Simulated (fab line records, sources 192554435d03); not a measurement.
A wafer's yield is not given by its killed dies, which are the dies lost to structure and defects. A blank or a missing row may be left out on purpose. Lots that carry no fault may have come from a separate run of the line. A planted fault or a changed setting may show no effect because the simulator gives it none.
fab line records	flow n5_finfet
[record] lots = 11	wafers = 32	last_day = 18
route steps=1938 shown BEOL_M11@1577 PASSIVATION@1936
lots that met no fault: taken from a fault-free run of the same line
start_h: start of the lot's first displayed wafer, in hours after the record's first day	wait_h: how many hours have passed since the lot's step before this one	" as in the row above	L1.1+2: several wafers, shown together as one row	- value missing, or start not given	* or withheld: withheld	< > ~ a bound
route shown NAME@n: NAME is a module with steps in the file, n the number in the route of the first one	usual: average and standard deviation across the fault-free wafers	same: alike in all rows	chamber/n: place in a boat	sites: per-site readings	_std_site: standard deviation across them	_edge_site: inner sites' mean taken away from outer sites' mean	radius_mm: for every site, how far away it sits from the centre of the wafer	mask NAME#n: copy n	behind: the most recent tool/chamber to have shaped the wafer	hold: reason for holding the lot/hours on hold/outcome of the hold	device: the transistor (n, p or np) that didn't switch	end of line: the same wafers' tests at the end of the route	where a step has no rows: the recipe by itself	killed: dies lost to structure and defects at the first sort, not the wafer's yield	map: a wafer's dies, marking killed ones x, the rest . and places with no die _
set.NAME: the setting as run; set.NAME@STEP: as run at that earlier step	model.NAME: the simulator's own value behind a step, which no gauge read
a sample of lots followed through the steps of the route, with each step as a table and each wafer as a row
services: from which hour (start_h, from the record's first day; less than 0 if before it) a tool's chamber was out of use, for how many hours, and why
[[steps]]
[step N5_BEOL_M11_STRIP_36]
[recipe] chemistry = N2/H2	power_w = 450	temp_c = 40	pressure_mtorr = 20	rf_frequency_hz = 6e+07	overash_fraction = 0.3	bias_power_w = 7	h2_frac = 0.5	n2_flow_sccm = 200	h2_flow_sccm = 200
[usual] drypump_motor_current_A = 5.7/0.48	oes_product_au = 0.79/0.1	rf_vpp_V = 59.0/2	showerhead_plenum_p_Torr = 2.50/0.077	throttle_valve_pct = 23.56/0.27
lot.wafer	tool	chamber	start_h	wait_h	drypump_motor_current_A	oes_product_au	rf_hours_counter_h	rf_vpp_V	showerhead_plenum_p_Torr	throttle_valve_pct
L416.3	rie_diel-04	0	254.96	0.0	5.9	0.73	153	58.5	2.35	23.68
L416.5	"	0	"	"	5.9	0.71	-	58.6	2.35	23.71
L416.6	"	1	"	"	5.3	0.80	-	61.6	2.45	23.45
L415.1	rie_diel-04	2	255.42	0.0	5.2	0.73	171	58.3	2.52	23.37
L415.2	"	1	"	"	5.3	0.80	106	57.8	2.45	23.49
L415.6	"	1	"	"	5.3	0.81	-	59.0	2.45	23.50
L420.3	rie_diel-03	1	258.46	0.0	6.3	0.69	248	56.6	2.60	23.34
L420.4	"	2	"	"	5.6	0.70	228	55.5	2.49	23.88
L420.5	"	0	"	"	5.1	0.99	-	59.0	2.48	23.67
L419.1	rie_diel-04	1	261.82	0.0	5.3	0.81	107	62.0	2.45	23.48
L419.4	"	0	"	"	5.9	0.73	155	58.6	2.35	23.69
L419.5	"	2	"	"	5.2	0.72	-	59.4	2.52	23.40
L421.1	rie_diel-03	3	286.42	0.0	5.8	0.75	125	62.9	2.56	23.69
L421.2	"	2	"	"	5.7	0.72	233	60.2	2.49	23.86
L421.5	"	1	"	"	6.3	0.97	-	60.2	2.60	23.05
L424.1	rie_diel-04	3	290.86	0.0	6.2	0.70	236	57.8	2.49	23.56
L424.3	"	1	"	"	5.3	0.80	117	57.9	2.45	23.48
L424.5	"	3	"	"	6.3	0.70	-	61.3	2.49	23.58
L422.2	rie_diel-03	3	292.00	0.0	5.8	0.75	128	60.8	2.56	23.64
L422.5	"	0	"	"	5.1	0.95	-	61.5	2.48	23.71
L426.3	rie_diel-03	1	322.68	0.0	6.3	0.92	13	63.6	2.60	23.03
L426.5	"	2	"	"	5.6	0.70	-	55.1	2.48	23.90
L426.6	"	1	"	"	6.3	0.90	-	61.3	2.60	23.04
L430.1	rie_diel-02	2	330.51	0.0	4.6	0.86	48	59.8	2.58	23.50
L430.2	"	3	"	"	6.6	0.81	95	58.8	2.44	23.07
L430.3	"	0	"	"	5.8	0.92	13	57.8	2.61	24.02
L436.2	rie_diel-04	2	378.92	0.0	5.1	0.71	211	59.9	2.51	23.46
L436.3	"	0	"	"	5.9	0.70	190	55.9	2.33	23.73
L436.5	"	1	"	"	5.3	0.77	-	59.1	2.44	23.53
L437.1	rie_diel-04	1	397.59	0.0	5.3	0.78	151	59.7	2.43	23.53
L437.4	"	0	"	"	5.9	0.69	196	56.1	2.33	23.77
L437.5	"	3	"	"	6.3	0.93	-	57.3	2.48	23.33
[step N5_BEOL_M11_STRIP_77]
[recipe] chemistry = N2/H2	time_s = 10	power_w = 450	temp_c = 40	pressure_mtorr = 20	rf_frequency_hz = 6e+07	bias_power_w = 7	n2_flow_sccm = 200	h2_flow_sccm = 200
[usual] drypump_motor_current_A = 5.7/0.48	oes_product_au = 0.79/0.1	rf_vpp_V = 59.1/0.81	showerhead_plenum_p_Torr = 2.50/0.077	throttle_valve_pct = 23.56/0.27
lot.wafer	tool	chamber	start_h	wait_h	drypump_motor_current_A	oes_product_au	rf_hours_counter_h	rf_vpp_V	showerhead_plenum_p_Torr	throttle_valve_pct
L416.3	rie_diel-04	0	-	-	5.9	0.74	153	59.4	2.35	23.70
L416.5	"	0	"	"	5.9	0.73	-	58.7	2.35	23.69
L416.6	"	1	"	"	5.3	0.81	-	58.0	2.45	23.48
L415.1	rie_diel-04	2	-	-	5.2	0.73	171	57.7	2.52	23.42
L415.2	"	1	"	"	5.3	0.80	106	59.9	2.45	23.46
L415.6	"	1	"	"	5.3	0.79	-	59.0	2.45	23.48
L420.3	rie_diel-03	1	-	-	6.3	0.67	248	59.4	2.60	23.34
L420.4	"	2	"	"	5.6	0.70	228	58.6	2.49	23.89
L420.5	"	0	"	"	5.1	0.98	-	58.2	2.48	23.70
L419.1	rie_diel-04	1	-	-	5.3	0.81	108	58.7	2.45	23.46
L419.4	"	0	"	"	5.9	0.73	155	59.3	2.35	23.70
L419.5	"	2	"	"	5.2	0.73	-	59.2	2.52	23.40
L421.1	rie_diel-03	3	-	-	5.8	0.75	125	58.8	2.56	23.66
L421.2	"	2	"	"	5.6	0.71	233	58.4	2.48	23.89
L421.5	"	1	"	"	6.3	0.99	-	58.7	2.60	23.03
L424.1	rie_diel-04	3	-	-	6.2	0.71	236	58.2	2.49	23.57
L424.3	"	1	"	"	5.3	0.80	117	59.5	2.45	23.48
L424.5	"	3	"	"	6.3	0.71	-	58.5	2.49	23.56
L422.2	rie_diel-03	3	-	-	5.8	0.76	128	59.0	2.56	23.64
L422.5	"	0	"	"	5.1	0.95	-	58.8	2.48	23.68
L426.3	rie_diel-03	1	-	-	6.3	0.92	13	59.9	2.60	23.05
L426.5	"	2	"	"	5.6	0.70	-	60.0	2.48	23.91
L426.6	"	1	"	"	6.3	0.91	-	58.6	2.60	23.03
L430.1	rie_diel-02	2	-	-	4.6	0.85	48	59.8	2.57	23.50
L430.2	"	3	"	"	6.6	0.81	95	59.0	2.44	23.06
L430.3	"	0	"	"	5.8	0.93	13	59.8	2.61	24.03
L436.2	rie_diel-04	2	-	-	5.2	0.70	211	59.1	2.51	23.46
L436.3	"	0	"	"	5.9	0.70	190	59.1	2.34	23.74
L436.5	"	1	"	"	5.3	0.77	-	59.5	2.44	23.52
L437.1	rie_diel-04	1	-	-	5.3	0.77	151	58.8	2.43	23.52
L437.4	"	0	"	"	5.9	0.70	196	59.4	2.33	23.75
L437.5	"	3	"	"	6.2	0.93	-	57.7	2.48	23.37
[step N5_BEOL_M11_CURE_72]
[recipe] temp_c = 370	time_s = 120	ambient = DMADMS/He	material = SiCOH_lowk
[usual] lamp_power_pct = 52.31/0.054	wafer_temp_C_max = 371.6/0.43
lot.wafer	tool	chamber	start_h	wait_h	lamp_power_pct	wafer_temp_C_max
L416.3	uv_cure-02	1	255.48	0.1	52.32	371.7
L416.5	"	1	"	"	52.37	371.6
L416.6	"	1	"	"	52.28	371.8
L415.1	uv_cure-02	2	255.84	0.0	52.28	371.5
L415.2	"	2	"	"	52.32	371.7
L415.6	"	2	"	"	52.36	371.1
L420.3	uv_cure-03	0	258.98	0.1	52.20	371.4
L420.4	"	0	"	"	52.37	371.7
L420.5	"	0	"	"	52.36	371.8
L419.1	uv_cure-03	2	262.25	0.0	52.33	371.8
L419.4	"	2	"	"	52.31	371.4
L419.5	"	2	"	"	52.32	371.5
L421.1	uv_cure-01	2	286.83	0.0	52.25	371.1
L421.2	"	2	"	"	52.34	371.0
L421.5	"	2	"	"	52.31	371.0
L424.1	uv_cure-03	0	291.28	0.0	52.37	372.0
L424.3	"	0	"	"	52.42	371.9
L424.5	"	0	"	"	52.26	372.0
L422.2	uv_cure-01	2	292.47	0.1	52.34	371.4
L422.5	"	2	"	"	52.24	371.2
L426.3	uv_cure-02	0	323.19	0.1	52.31	371.8
L426.5	"	0	"	"	52.34	371.4
L426.6	"	0	"	"	52.32	372.1
L430.1	uv_cure-03	2	331.25	0.4	52.34	371.6
L430.2	"	2	"	"	52.27	372.1
L430.3	"	2	"	"	52.36	372.2
L436.2	uv_cure-02	0	379.39	0.1	52.48	371.7
L436.3	"	0	"	"	52.38	371.5
L436.5	"	0	"	"	52.35	371.6
L437.1	uv_cure-02	1	398.16	0.2	52.31	371.5
L437.4	"	1	"	"	52.30	371.7
L437.5	"	1	"	"	52.26	371.9
[step N5_BEOL_M11_CVD_75]
[recipe] material = Co	target_thk_a = 20	temp_c = withheld	precursor = CCTBA/H2	pressure_torr = 30	time_s = 138.9
[usual] run_length_s = 162.1/0.47
lot.wafer	tool	chamber	start_h	wait_h	run_length_s
L416.3	cvd_co-02	0	256.34	0.0	162.3
L416.5	"	1	"	"	162.1
L416.6	"	0	"	"	162.1
L415.1	cvd_co-01	2	256.88	0.3	161.5
L415.2	"	0	"	"	161.3
L415.6	"	1	"	"	161.9
L420.3	cvd_co-01	2	260.10	0.4	161.2
L420.4	"	1	"	"	162.1
L420.5	"	2	"	"	161.6
L419.1	cvd_co-02	1	263.21	0.0	162.1
L419.4	"	2	"	"	161.9
L419.5	"	1	"	"	163.0
L421.1	cvd_co-02	2	287.98	0.1	161.8
L421.2	"	1	"	"	162.3
L421.5	"	0	"	"	162.5
L424.1	cvd_co-01	0	292.44	0.0	161.7
L424.3	"	2	"	"	162.4
L424.5	"	2	"	"	161.4
L422.2	cvd_co-01	2	295.71	0.1	161.3
L422.5	"	2	"	"	161.5
L426.3	cvd_co-01	1	325.22	0.0	162.5
L426.5	"	1	"	"	162.5
L426.6	"	2	"	"	159.9
L430.1	cvd_co-02	1	333.74	0.0	162.2
L430.2	"	0	"	"	162.5
L430.3	"	2	"	"	161.9
L436.2	cvd_co-02	1	380.40	0.0	162.4
L436.3	"	0	"	"	162.0
L436.5	"	2	"	"	161.8
L437.1	cvd_co-02	0	399.77	0.0	161.9
L437.4	"	0	"	"	162.5
L437.5	"	2	"	"	162.4
[step N5_PASSIVATION_PROBE_49]
[usual] defect_limited_yield = 91.4/1.4	killed_at_M0_to_M3 = 33/11	killed_at_M4_up = 13/5.3	killed_at_contacts = 13/6.1	killed_at_front_end = 40/11	killed_at_other = 2.9/2.7	killed_dies = 102/17	killed_open = 68/13	killed_short = 32/7.5	sort_bin_5_function = 5.1/0.98	sort_bin_6_memory = 3.2/0.69	sort_bin_8_speed = 0.1/1.1	sort_n_pass = 1077/21	sort_yield_pct = 91.3/1.7
[same] gross_dies = 1180	killed_at_back_side = 0	sort_bin_4_leakage[%] = 0
lot.wafer	tool	chamber	start_h	wait_h	defect_limited_yield[%]	killed_at_M0_to_M3	killed_at_M4_up	killed_at_contacts	killed_at_front_end	killed_at_other	killed_dies	killed_open	killed_short	sort_bin_5_function[%]	sort_bin_6_memory[%]	sort_bin_8_speed[%]	sort_n_pass	sort_yield_pct[%]
L416.3	prober-01	-	305.62	0.1	90.7	24	9	22	53	2	110	67	41	5.2	3.6	0	1070	90.7
L416.5	prober-01	-	305.72	0.2	91.2	32	10	28	31	3	104	68	36	6.0	2.6	0	1076	91.2
L416.6	prober-01	-	305.77	0.3	89.9	28	22	33	33	3	119	75	41	6.0	3.3	0	1061	89.9
L415.1	prober-02	-	309.07	0.0	89.7	41	23	18	37	3	122	86	33	5.9	4.2	0	1058	89.7
L415.2	prober-02	-	309.12	0.1	89.1	43	15	17	52	2	129	97	26	6.4	4.0	0	1051	89.1
L415.6	prober-02	-	309.32	0.3	91.0	30	15	13	37	11	106	76	28	5.3	3.4	0	1074	91.0
L419.1	prober-02	-	316.17	0.0	90.8	29	13	9	51	6	108	56	52	5.8	2.5	0	1072	90.8
L419.4	prober-02	-	316.32	0.2	88.6	26	9	24	65	10	134	96	37	7.1	3.8	0	1046	88.6
L419.5	prober-02	-	316.37	0.2	91.0	25	7	11	60	3	106	73	33	5.0	3.8	0	1074	91.0
L426.5	prober-02	-	372.53	0.2	92.7	36	12	5	29	4	86	53	31	4.7	2.5	0	1094	92.7
L430.1	prober-02	-	383.31	0.0	92.0	24	19	17	34	0	94	63	31	4.2	3.3	0	1086	92.0
L430.2	prober-02	-	383.36	0.1	89.3	65	15	6	40	0	126	78	47	6.9	3.6	0.3	1051	89.1
L430.3	prober-02	-	383.41	0.1	92.1	47	9	9	26	2	93	55	37	4.6	3.1	0	1087	92.1
// killed by level:class
L416.3 FIN_SAQP:geometric_particle:open=19 FIN_SAQP:geometric_particle:short=13 MOL_CONTACT_COAG:geometric_particle:open=13 MOL_CONTACT_COAG:geometric_particle:short=9 BEOL_M3:geometric_particle:open=6 BEOL_M4:geometric_particle:open=6 STARTING-WAFER:geometric_particle:open=6 BEOL_M0_SAQP:geometric_particle:short=4
L416.5 MOL_CONTACT_COAG:geometric_particle:open=22 FIN_SAQP:geometric_particle:open=10 STI_FIN_REVEAL:geometric_particle:open=9 BEOL_M0_SAQP:geometric_particle:short=7 MOL_CONTACT_COAG:geometric_particle:short=6 BEOL_M4:geometric_particle:open=6 BEOL_M0_SAQP:geometric_particle:open=5 BEOL_M0:geometric_particle:short=5
L416.6 MOL_CONTACT_COAG:geometric_particle:open=24 MOL_CONTACT_COAG:geometric_particle:short=9 BEOL_M1:geometric_particle:open=9 BEOL_M4:geometric_particle:open=9 FIN_SAQP:geometric_particle:open=8 STI_FIN_REVEAL:geometric_particle:open=5 GATE_CUT:geometric_particle:short=5 BEOL_M1:geometric_particle:short=4
L415.1 BEOL_M4:geometric_particle:open=16 MOL_CONTACT_COAG:geometric_particle:open=13 DUMMY_GATE:geometric_particle:open=12 BEOL_M0_SAQP:geometric_particle:short=11 BEOL_M3:geometric_particle:open=9 BEOL_M0_SAQP:geometric_particle:open=7 GATE_CUT:geometric_particle:short=6 STARTING-WAFER:geometric_particle:open=6
L415.2 STI_FIN_REVEAL:geometric_particle:open=14 MOL_CONTACT_COAG:geometric_particle:open=14 BEOL_M1:geometric_particle:open=12 BEOL_M0_SAQP:geometric_particle:open=11 BEOL_M4:geometric_particle:open=10 DUMMY_GATE:geometric_particle:open=9 BEOL_M2:geometric_particle:open=6 STARTING-WAFER:geometric_particle:open=6
L415.6 BEOL_M1:geometric_particle:open=10 BEOL_M4:geometric_particle:open=10 STI_FIN_REVEAL:geometric_particle:open=9 DUMMY_GATE:geometric_particle:open=9 MOL_CONTACT_COAG:geometric_particle:open=9 FIN_SAQP:geometric_particle:open=6 BEOL_M0_SAQP:geometric_particle:open=6 PASS1_CAP:geometric_particle:short=5
L419.1 FIN_SAQP:geometric_particle:open=17 FIN_SAQP:geometric_particle:short=15 BEOL_M2:geometric_particle:short=10 MOL_CONTACT_COAG:geometric_particle:open=7 BEOL_M0_SAQP:geometric_particle:open=5 BEOL_M4:geometric_particle:open=5 BEOL_M1:geometric_particle:short=4 STI_FIN_REVEAL:geometric_particle:open=3
L419.4 FIN_SAQP:geometric_particle:open=24 MOL_CONTACT_COAG:geometric_particle:open=21 STI_FIN_REVEAL:geometric_particle:open=18 BEOL_M2:geometric_particle:short=9 FIN_SAQP:geometric_particle:short=8 BEOL_M0_SAQP:geometric_particle:open=6 STI_FIN_REVEAL:geometric_particle:short=4 STARTING-WAFER:geometric_particle:open=4
L419.5 FIN_SAQP:geometric_particle:open=16 STI_FIN_REVEAL:geometric_particle:open=10 MOL_CONTACT_COAG:geometric_particle:open=9 FIN_SAQP:geometric_particle:short=7 GATE_CUT:geometric_particle:short=7 STARTING-WAFER:geometric_particle:short=7 BEOL_M3:geometric_particle:open=7 DUMMY_GATE:geometric_particle:open=6
L426.5 STI_FIN_REVEAL:geometric_particle:open=9 BEOL_M0_SAQP:geometric_particle:short=9 BEOL_M3:geometric_particle:open=8 BEOL_M0_SAQP:geometric_particle:open=6 DUMMY_GATE:geometric_particle:open=5 BEOL_M4:geometric_particle:open=5 STI_FIN_REVEAL:geometric_particle:short=4 BEOL_M4:geometric_particle:short=4
L430.1 MOL_CONTACT_COAG:geometric_particle:open=13 FIN_SAQP:geometric_particle:short=10 BEOL_M4:geometric_particle:open=9 BEOL_M2:geometric_particle:open=6 STARTING-WAFER:geometric_particle:open=6 FIN_SAQP:geometric_particle:open=4 STI_FIN_REVEAL:geometric_particle:open=4 MOL_CONTACT_COAG:geometric_particle:short=4
L430.2 BEOL_M1:geometric_particle:open=16 BEOL_M0_SAQP:geometric_particle:short=12 FIN_SAQP:geometric_particle:short=11 BEOL_M0_SAQP:geometric_particle:open=9 FIN_SAQP:geometric_particle:open=8 BEOL_M0:geometric_particle:open=7 DUMMY_GATE:geometric_particle:open=5 BEOL_M1:geometric_particle:short=5
L430.3 BEOL_M0_SAQP:geometric_particle:open=15 MOL_CONTACT_COAG:geometric_particle:open=9 BEOL_M0_SAQP:geometric_particle:short=8 FIN_SAQP:geometric_particle:short=6 BEOL_M1:geometric_particle:open=6 GATE_CUT:geometric_particle:short=5 BEOL_M3:geometric_particle:open=5 BEOL_M2:geometric_particle:open=4
[[services]]
tool	chamber	start_h	hours	kind
rie_diel-02	0	238.33	5.8	repair
rie_diel-03	0	241.10	-	clean
rie_diel-03	0	241.10	-	consumable_replace:focus_ring
rie_diel-03	0	241.10	13.3	scheduled_down
rie_diel-03	0	241.10	13.3	vent_cycle
cvd_co-02	0	260.36	15.9	repair
rie_diel-03	1	264.73	-	clean
rie_diel-03	1	264.73	-	consumable_replace:focus_ring
rie_diel-03	1	264.73	16.1	scheduled_down
uv_cure-02	-	270.32	7.5	pm
rie_diel-03	-	271.55	14.6	pm
uv_cure-02	-	281.91	2.4	repair
cvd_co-01	0	294.26	6.3	repair
uv_cure-01	-	309.58	0.8	repair
rie_diel-03	0	318.78	21.1	repair
rie_diel-04	0	319.25	5.6	repair
uv_cure-02	-	328.53	7.5	pm
rie_diel-04	3	338.66	-	clean
rie_diel-04	3	338.66	-	consumable_replace:focus_ring
rie_diel-04	3	338.66	15.6	scheduled_down
rie_diel-04	3	338.66	15.6	vent_cycle
uv_cure-02	-	365.69	2.8	pm
cvd_co-01	-	377.33	11.1	repair
uv_cure-01	-	398.17	3.4	pm
[[key]]
[first_sign] step = N5_BEOL_M11_CVD_75	reading = run_length_s	direction = down	sigmas = 4.8	usual = *	struck = *
effect none on later readings
met_at N5_BEOL_M11_CVD_75
struck_lots L426
struck_wafers L426.6
not_acting_at N5_BEOL_M11_STRIP_36,N5_BEOL_M11_STRIP_77,N5_BEOL_M11_CURE_72
onset_between 292.44 325.22
[fault] kind = process_parameter_drift	tool = cvd_co-01	chamber = -	onset_h = 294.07	steps = N5_BEOL_M11_CVD_75	channel = time_s	offset = *	shape = step	end_h = 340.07	scope = struck_wafers_only	acts_in = *	stated = *
